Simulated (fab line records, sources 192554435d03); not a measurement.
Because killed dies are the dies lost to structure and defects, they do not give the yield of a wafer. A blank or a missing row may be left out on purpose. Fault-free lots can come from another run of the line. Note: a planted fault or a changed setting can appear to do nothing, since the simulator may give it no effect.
Struck lot and sound lot, side by side | flow n5-finfet | 20 out of 1938 route steps
Sound: these wafers, L332.1, L332.3, L332.6. Struck: wafers L352.1, L352.5, L352.6. At the end, the cause is stated.
Each step with rows lists, per side, the tool, then ch with its chambers, then its first start. Under that, the readings that differ: sound wafers | struck wafers | difference of the means | sigmas: that difference in standard deviations of wafers without a fault.
alike: words and numbers the same on both sides, and readings whose means are apart by under 2 such deviations; not compared: readings that were withheld, readings missing a value for some wafer, numbers with overlapping values and no deviation given by the record, and bounds like >300 which may hide the same value.
A row with sigmas, a row that says differs or no value, or rows on one side alone: a step with any of these is where the two part. Numbers that have no deviation but don't overlap get no sigmas and don't part them. A reading that every wafer of one side lacks parts them only if that side has two wafers or more.

N5_BEOL_M3_RS_MEAS_58: measures by four-point-probe.
  sound on film-metro-01 at day 9 00:19; struck on film-metro-02 at day 14 10:20
  alike: M3_RS
N5_BEOL_M3_INSPECT_59: inspects for defects (darkfield).
  sound on defect-inspect-02 at day 9 00:21; struck on defect-inspect-02 at day 14 10:22
  alike: raw-defect-count
N5_BEOL_M4_ILD_DEP_00: deposits SiOC from DEMS/O2, target thk 79 nm, time 15.3 s.
  sound on pecvd-03 ch 1,2, day 9 00:23; struck on pecvd-03 ch 1,2, day 14 10:23
  alike: heater-power-w, showerhead-plenum-p-Torr, throttle-valve-pct
N5_BEOL_M4_THK_MEAS_01:
  sound on film-metro-01 at day 9 00:27; struck on film-metro-02 at day 14 10:29
  alike: M4_ILD_THK
N5_BEOL_M4_PECVD_72: deposits SiO2 from TEOS/O2, target thk 16 nm, time 18 s.
  sound on pecvd-02 ch 0,1,2, day 9 00:29; struck on pecvd-02 ch 0,2, day 14 10:31
  alike: heater-power-w, showerhead-plenum-p-Torr, throttle-valve-pct
N5_BEOL_M4_HM_DEP_02: deposits TiN, target thk 20 nm.
  sound on pvd-sputter-03 at day 9 00:36; struck on pvd-sputter-01 at day 14 11:08
  alike: chamber-pressure-pa, substrate-temp-c, throttle-valve-pct
then, 6 steps without rows for these wafers: N5_BEOL_M4_COAT_61 (time 60 s, resist thk 60 nm); N5_BEOL_M4_COAT_62 (time 60 s, resist thk 12 nm); N5_BEOL_M4_COAT_73 (time 60 s, resist thk 5 nm); N5_BEOL_M4_COAT_05 (resist thk 30 nm); N5_BEOL_M4_EBR_07; N5_BEOL_M4_SOFTBAKE_06 (time 60 s).
N5_BEOL_M4_EXPOSE_08: exposes mask M4.
  sound on euv-scanner-02 ch 0, day 9 00:59; struck on euv-scanner-02 ch 0, day 14 11:32
  reading                         | sound       | struck | difference | sigmas
  model.BEOL_M4.overlay-x-nm (nm) | 0.4 0.4 0.4 | 4 4 4  | +4         |
  alike: mask
then, 2 steps without rows for these wafers: N5_BEOL_M4_PEB_09 (peb time 60 s); N5_BEOL_M4_DEVELOP_10 (develop time 30 s).
N5_BEOL_M4_CD_MEAS_11: the cd target is 16.79 nm.
  sound on cd-sem-02 ch 0, day 9 01:07; struck on cd-sem-02 ch 0, day 14 11:40
  alike: cd-nm
N5_BEOL_M4_OVL_MEAS_12:
  sound on overlay-02 ch 0, day 9 01:09; struck on overlay-01 ch 0, day 14 11:41
  reading     | sound       | struck      | difference | sigmas
  M4_OVL (nm) | 0.1 0.6 0.9 | 3.6 3.3 2.9 | +2.7       | +4
N5_BEOL_M4_INSPECT_13: inspects for defects (brightfield).
  sound on defect-inspect-02 at day 9 01:13; struck on defect-inspect-01 at day 14 11:45
  alike: raw-defect-count
N5_BEOL_M4_RC_MEAS_101:
  sound on prober-02 ch 0, day 10 07:56; struck on prober-02 ch 0, day 15 03:20
  alike: DIBL_N, DIBL_P, IOFF_N, IOFF_P, ION_N, ION_P, SS_N, SS_P, VT_N, VT_P
N5_PASSIVATION_PROBE_49:
  the record has rows for the sound wafers here (prober-01, day 15 02:16) and none for the struck ones

WHERE THEY PART
Earliest at N5_BEOL_M4_OVL_MEAS_12; latest, in this record, at N5_PASSIVATION_PROBE_49.

WHY: the cause the simulator had injected
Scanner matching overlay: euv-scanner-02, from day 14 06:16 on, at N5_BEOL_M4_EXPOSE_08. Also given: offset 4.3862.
